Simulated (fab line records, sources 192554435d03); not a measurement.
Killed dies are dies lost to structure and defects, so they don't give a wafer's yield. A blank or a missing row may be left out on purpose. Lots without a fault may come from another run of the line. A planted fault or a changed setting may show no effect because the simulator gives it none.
Split-lot experiment | flow n5_finfet | 7 lots, 39 wafers read, on a route of 1938 steps

THE SPLIT
At N5_BEOL_M11_DESCUM_16 (chemistry O2, time 7.9 s), the setting time_s was moved away from the recipe's 7.9 s on 18 of the 39 wafers read, by -56.4% to +31.1%. The other wafers ran this setting at the recipe's value.

The reading is taken at the split's own step.

THE READING
CAR-ArF_of_BEOL_M11_COAT_05.thk_nm (the simulator's own value, which no gauge read), in nm, at N5_BEOL_M11_DESCUM_16 (chemistry O2, time 7.9 s). The file gives no usual value for it. The 21 wafers here that ran the recipe average 83.6 nm, standard deviation 0.19 nm.

wafer  | tool, chamber at the split | time_s as run, s | against the recipe | CAR-ArF_of_BEOL_M11_COAT_05.thk_nm, nm | against lot-mates on the recipe
L074.1 | rie_diel-06, 3             | 4.126            | -47.8%             | 85.6                                   | +1.9
L074.2 | rie_diel-06, 2             | 7.9              | recipe             | 83.6                                   | -
L074.6 | rie_diel-06, 2             | 7.9              | recipe             | 83.6                                   | -
L074.3 | rie_diel-06, 1             | 4.126            | -47.8%             | 85.8                                   | +2.1
L074.5 | rie_diel-06, 1             | 4.126            | -47.8%             | 85.8                                   | +2.1
L074.4 | rie_diel-06, 0             | 7.9              | recipe             | 83.8                                   | -
L079.1 | rie_diel-04, 2,3           | 7.9              | recipe             | 83.6                                   | -
L079.6 | rie_diel-04, 2,3           | 7.9              | recipe             | 83.6                                   | -
L079.2 | rie_diel-04, 1             | 4.795            | -39.3%             | 85.4                                   | +1.7
L079.3 | rie_diel-04, 0,2           | 4.795            | -39.3%             | 85.6                                   | +1.9
L079.5 | rie_diel-04, 0,2           | 4.795            | -39.3%             | 85.6                                   | +1.9
L079.4 | rie_diel-04, 3             | 7.9              | recipe             | 83.8                                   | -
L078.1 | rie_diel-06, 1             | 7.9              | recipe             | 83.6                                   | -
L078.2 | rie_diel-06, 2             | 9.623            | +21.8%             | 82.2                                   | -1.5
L078.3 | rie_diel-06, 3             | 9.623            | +21.8%             | 82.6                                   | -1.1
L078.4 | rie_diel-06, 1             | 7.9              | recipe             | 84                                     | -
L078.5 | rie_diel-06, 2             | 7.9              | recipe             | 83.4                                   | -
L078.6 | rie_diel-06, 3             | 9.623            | +21.8%             | 82.4                                   | -1.3
L081.2 | rie_diel-03, 3,2,0         | 7.9              | recipe             | 83.4                                   | -
L081.3 | rie_diel-03, 3,2,0         | 7.9              | recipe             | 83.4                                   | -
L081.6 | rie_diel-03, 3,2,0         | 7.9              | recipe             | 83.4                                   | -
L082.1 | rie_diel-06, 1,3           | 10.36            | +31.1%             | 82.2                                   | -1.5
L082.4 | rie_diel-06, 1,3           | 10.36            | +31.1%             | 82.2                                   | -1.5
L082.2 | rie_diel-06, 3,1           | 7.9              | recipe             | 83.6                                   | -
L082.5 | rie_diel-06, 3,1           | 7.9              | recipe             | 83.6                                   | -
L082.3 | rie_diel-06, 0             | 10.36            | +31.1%             | 82.4                                   | -1.3
L082.6 | rie_diel-06, 0             | 7.9              | recipe             | 83.8                                   | -
L085.1 | rie_diel-03, 3             | 5.222            | -33.9%             | 84.8                                   | +1.3
L085.2 | rie_diel-03, 1,0           | 5.222            | -33.9%             | 85.2                                   | +1.7
L085.4 | rie_diel-03, 1,0           | 5.222            | -33.9%             | 85.2                                   | +1.7
L085.3 | rie_diel-03, 0,1           | 7.9              | recipe             | 83.6                                   | -
L085.5 | rie_diel-03, 0,1           | 7.9              | recipe             | 83.6                                   | -
L085.6 | rie_diel-03, 3             | 7.9              | recipe             | 83.4                                   | -
L087.1 | rie_diel-04, 1             | 7.9              | recipe             | 83.8                                   | -
L087.2 | rie_diel-04, 3,0           | 7.9              | recipe             | 84                                     | -
L087.4 | rie_diel-04, 3,0           | 7.9              | recipe             | 84                                     | -
L087.3 | rie_diel-04, 2,0           | 3.441            | -56.4%             | 86.4                                   | +2.5
L087.6 | rie_diel-04, 2,0           | 3.441            | -56.4%             | 86.4                                   | +2.5
L087.5 | rie_diel-04, 3             | 3.441            | -56.4%             | 86.8                                   | +2.9
Where a row lists several chambers, the file gives one row for several wafers and doesn't say which wafer went through which chamber.

THE FIT
A straight line over all 39 wafers: CAR-ArF_of_BEOL_M11_COAT_05.thk_nm changes by -0.0476 nm for each +1% of time_s; r = -0.99; the points scatter about the line by 0.21 nm.
The same after taking each lot's own level away (the mean of its wafers on the recipe; 39 wafers): -0.0464 nm for each +1%; r = -0.99; scatter 0.16 nm.
On that fit, the largest move of time_s shifts the reading by 2.6 nm.
The lots' own levels span 83.40 to 83.93 nm, that is 2.7 times the standard deviation above.
So the lot-to-lot level changes the slope little: the two slopes agree.
Check: with one of the wafers moved furthest among these (-56.4%) left out of the fit, the line predicts +2.6 nm for it against its lot-mates. It came out at +2.47 nm against them.

OTHER SPLITS ON THESE WAFERS
These wafers also went through other splits before the reading. Each is held against what the fit with the lots' levels taken away leaves over:
other split on the same wafers   | wafers away from the commonest value | r with CAR-ArF_of_BEOL_M11_COAT_05.thk_nm (lot level and that fit taken away)
N5_BEOL_M8_TRENCH_ETCH_37 time_s | 18                                   | -0.05

THE FILE'S OWN FIT
CAR-ArF_of_BEOL_M11_COAT_05.thk_nm changes by -0.046 nm for each +1% of time_s, r = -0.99.
